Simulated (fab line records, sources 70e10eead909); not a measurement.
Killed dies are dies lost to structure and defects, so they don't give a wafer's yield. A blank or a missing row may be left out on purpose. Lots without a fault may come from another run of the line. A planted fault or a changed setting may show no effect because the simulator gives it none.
A struck lot beside a sound one | flow nand_harc | 41 steps out of a route of 1302
Sound: wafers L845.2, L845.3, L845.6. Struck: wafer L840.4. (L840.5, L840.6 of the same lot were not struck and are left out.) The cause comes at the end.
At each step with rows: each side's tool, then ch and its chambers, then its first start. Under that, the readings that differ: sound wafers | struck wafers | difference of the means | sigmas: that difference in standard deviations of wafers without a fault.
alike: readings whose means differ by less than 2 such deviations, and words and numbers that are the same on both sides. not compared: withheld readings, readings that some wafer has no value for, bounds like >300 that may hide the same value, and numbers for which the record gives no deviation and whose values overlap.
The two part at a step that has a row with sigmas, a row that says differs or no value, or rows on one side only. Numbers that don't overlap but have no deviation are shown without sigmas and don't part them. A reading that every wafer of one side lacks parts them only if that side has two wafers or more.

NHARC_A_M1_OVL_MEAS_10: pitch 240 nm.
  sound on overlay-02, day 31 12:07; struck on overlay-01, day 29 08:16
  alike: overlay_x_nm, overlay_y_nm
NHARC_A_M1_INSPECT_11:
  sound on defect_inspect-02, day 31 12:09; struck on defect_inspect-01, day 29 08:18
  alike: raw_defect_count
NHARC_A_M1_DESCUM_14: chemistry O2, time 3 s.
  sound on rie_diel-05 ch 0,2,3, day 31 12:13; struck on rie_diel-04 ch 3, day 29 08:22
  reading                     | sound       | struck | difference | sigmas
  drypump_motor_current_A (A) | 5.5 5.7 5.5 | 4.9    | -0.7       | -2
  alike: oes_product_au, rf_vpp_V, showerhead_plenum_p_Torr, throttle_valve_pct
  not compared: rf_hours_counter_h
then, 2 steps without rows for these wafers: NHARC_A_M1_ETCH_35 (etches the open film in N2/H2, target depth 40 nm, overetch 12 nm, time 43.94 s); NHARC_A_M1_ETCH_15 (etches the open film in C4F8/Ar, target depth 182.5 nm, time 91.2 s).
NHARC_A_M1_CD_MEAS_16:
  sound on cd_sem-01, day 31 12:31; struck on cd_sem-01, day 29 08:40
  reading    | sound             | struck | difference | sigmas
  cd_nm (nm) | 119.5 118.2 117.9 | 121.2  | +2.7       | +2
then, 3 steps without rows for these wafers: NHARC_A_M1_STRIP_18 (strips in N2/H2); NHARC_A_M1_ETCH_28 (etches the open film in CF4/N2, target depth 30 nm, time 72.99 s); NHARC_A_M1_STRIP_19 (strips in post etch residue remover, time 600 s).
NHARC_A_M1_DEGAS_29: time 60 s.
  sound on pvd_sputter-02, day 31 13:14; struck on pvd_sputter-01, day 29 09:23
  reading            | sound       | struck | difference | sigmas
  heater_power_w (W) | 322 291 329 | 361    | +47        | +2
then, 2 steps without rows for these wafers: NHARC_A_M1_PRE_CLEAN_30 (time 30 s); NHARC_A_M1_PVD_20 (deposits TaN, target thk 5 nm, time 8.06 s).
NHARC_A_M1_PVD_21: deposits Cu, target thk 30 nm, time 20.49 s.
  sound on pvd_sputter-02, day 31 13:28; struck on pvd_sputter-01, day 29 09:38
  reading                | sound          | struck | difference | sigmas
  throttle_valve_pct (%) | 28.9 28.7 28.7 | 32.1   | +3.3       | +2
  alike: cathode_dc_power_W
then, 4 steps without rows for these wafers: NHARC_A_M1_ECD_22 (material Cu, target thk 400 nm); NHARC_A_M1_ANNEAL_31 (time 90 s); NHARC_A_M1_CMP_23 (polishes, t overpolish 20 s, target thk 154.34 nm); NHARC_A_M1_SRD_25.
NHARC_A_M1_INSPECT_27:
  sound on defect_inspect-02, day 31 14:47; struck on defect_inspect-02, day 29 10:56
  alike: raw_defect_count
then, 1 step without rows for these wafers: NHARC_A_M1_PRE_CLEAN_32 (time 12 s).
NHARC_A_M1_DEP_33: deposits SiCN, target thk 30 nm.
  sound on pecvd-04 ch 0, day 31 14:59; struck on pecvd-02 ch 0, day 29 11:13
  alike: heater_power_w
then, 2 steps without rows for these wafers: NHARC_A_BONDPAD_DEP_00 (deposits SiCN, target thk 250 nm); NHARC_A_BONDPAD_CMP_29 (polishes SiCN, target thk 200 nm).
NHARC_A_BONDPAD_THK_MEAS_30: measures by ellipsometry.
  the record has rows for the sound wafers here (film_metro-02, day 31 16:19) and none for the struck ones
then, 10 steps without rows for these wafers: NHARC_A_BONDPAD_SRD_31; NHARC_A_BONDPAD_DEHYDRATE_01 (time 120 s); NHARC_A_BONDPAD_HMDS_02 (time 30 s); NHARC_A_BONDPAD_COAT_33 (time 65 s); NHARC_A_BONDPAD_COAT_03 (resist thk 600 nm); NHARC_A_BONDPAD_SOFTBAKE_04 (time 70 s); NHARC_A_BONDPAD_EBR_05; NHARC_A_BONDPAD_EXPOSE_06 (exposes mask A BPAD); NHARC_A_BONDPAD_PEB_07 (peb time 80 s); NHARC_A_BONDPAD_DEVELOP_08 (time 50 s).
NHARC_A_BONDPAD_CD_MEAS_09: target cd 500 nm.
  the record has rows for the sound wafers here (cd_sem-01 ch 0, day 31 16:53) and none for the struck ones
NHARC_A_BONDPAD_OVL_MEAS_35:
  the record has rows for the sound wafers here (overlay-01, day 31 16:58) and none for the struck ones
then, 1 step without rows for these wafers: NHARC_A_BONDPAD_HARDBAKE_10 (time 65 s).
NHARC_A_BONDPAD_DESCUM_11: chemistry O2, time 3 s.
  the record has rows for the sound wafers here (rie_diel-03 ch 0,2, day 31 17:05) and none for the struck ones
NHARC_A_BONDPAD_ETCH_34: etches the open film in N2/H2, target depth 60 nm, overetch 18 nm, time 65.91 s.
  the record has rows for the sound wafers here (rie_diel-03 ch 0,1,2, day 31 17:11) and none for the struck ones
then, 1 step without rows for these wafers: NHARC_A_BONDPAD_ETCH_12 (etches the open film in CHF3/O2, target depth 220 nm, time 110 s).
NHARC_A_BONDPAD_CD_MEAS_13:
  the record has rows for the sound wafers here (cd_sem-03, day 31 17:25) and none for the struck ones
NHARC_END_SORT_01:
  the record has rows for the struck wafers here (prober-02 ch 0, day 30 19:59) and none for the sound ones

WHERE THEY PART
First at NHARC_A_M1_DESCUM_14; last, within this record, at NHARC_END_SORT_01.

WHY: what the simulator had put in
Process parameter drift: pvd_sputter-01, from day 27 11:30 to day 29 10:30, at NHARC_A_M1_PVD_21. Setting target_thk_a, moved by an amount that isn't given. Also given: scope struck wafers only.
